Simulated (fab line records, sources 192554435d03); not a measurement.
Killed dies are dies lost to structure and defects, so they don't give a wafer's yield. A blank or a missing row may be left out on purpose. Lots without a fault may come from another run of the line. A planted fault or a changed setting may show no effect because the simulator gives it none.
Chamber matching | flow n5_finfet | N5_FIN_SAQP_PECVD_47 on pecvd-02: 3 sister chambers
The step deposits a-Si from SiH4/He, target thk 45 nm, time 36.3 s. 14 wafers are shown with their chamber, then 7 later ones without.

WAFERS WITH THEIR CHAMBER
wafer  | chamber | throttle_valve_pct (%) | showerhead_plenum_p_Torr (Torr) | heater_power_w (W)
L220.1 | 0       | 19.8                   | 5.71                            | 726
L220.2 | 2       | 17.9                   | 5.65                            | 851
L220.6 | 0       | 19.8                   | 5.71                            | 732
L227.2 | 1       | 17.8                   | 5.62                            | 784
L227.5 | 0       | 19.6                   | 5.71                            | 677
L227.6 | 1       | 17.8                   | 5.64                            | 753
L230.3 | 2       | 18.1                   | 5.64                            | 824
L230.4 | 2       | 18.2                   | 5.63                            | 861
L230.5 | 0       | 19.4                   | 5.72                            | 672
L231.3 | 0       | 19.7                   | 5.70                            | 771
L231.5 | 1       | 17.6                   | 5.64                            | 791
L231.6 | 2       | 18.2                   | 5.63                            | 856
L232.2 | 0       | 19.4                   | 5.68                            | 757
L232.4 | 1       | 17.7                   | 5.63                            | 865

SIGNATURES (means of the wafers above)
reading                  | chamber 0 | chamber 1 | chamber 2 | scatter within a chamber
throttle_valve_pct       | 19.617    | 17.725    | 18.100    | 0.153
showerhead_plenum_p_Torr | 5.7050    | 5.6325    | 5.6375    | 0.0117
heater_power_w           | 722.50    | 798.25    | 848.00    | 38
Rule: a wafer's distance from a chamber is the root of the sum, over the readings, of the square of ((its reading less the chamber's mean) divided by the reading's scatter). The wafer belongs to the nearest chamber; if the next one is less than 2 further off, it can't be placed. The scatter: the root of (the sum of the squares of (reading less its chamber's mean) over the shown wafers, divided by (wafers less chambers)).

WAFERS WITHOUT THEIR CHAMBER
wafer  | throttle_valve_pct (%) | showerhead_plenum_p_Torr (Torr) | heater_power_w (W)
L232.5 | 19.5                   | 5.69                            | 744
L239.3 | 19.4                   | 5.71                            | 746
L239.4 | 19.6                   | 5.72                            | 755
L239.6 | 17.8                   | 5.64                            | 897
L241.2 | 17.9                   | 5.63                            | 855
L241.3 | 17.7                   | 5.64                            | 833
L241.5 | 18.0                   | 5.62                            | 804

WHICH CHAMBER EACH WENT THROUGH
wafer  | from the rows above     | in truth
L232.5 | 0                       | 0
L239.3 | 0                       | 0
L239.4 | 0                       | 0
L239.6 | can't be placed: 2 or 1 | 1
L241.2 | can't be placed: 2 or 1 | 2
L241.3 | can't be placed: 1 or 2 | 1
L241.5 | can't be placed: 2 or 1 | 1
Placed correctly: 3 of 7. Can't be placed from these rows: 4 (the true chamber is among the candidates in 4). Placed wrongly: 0.
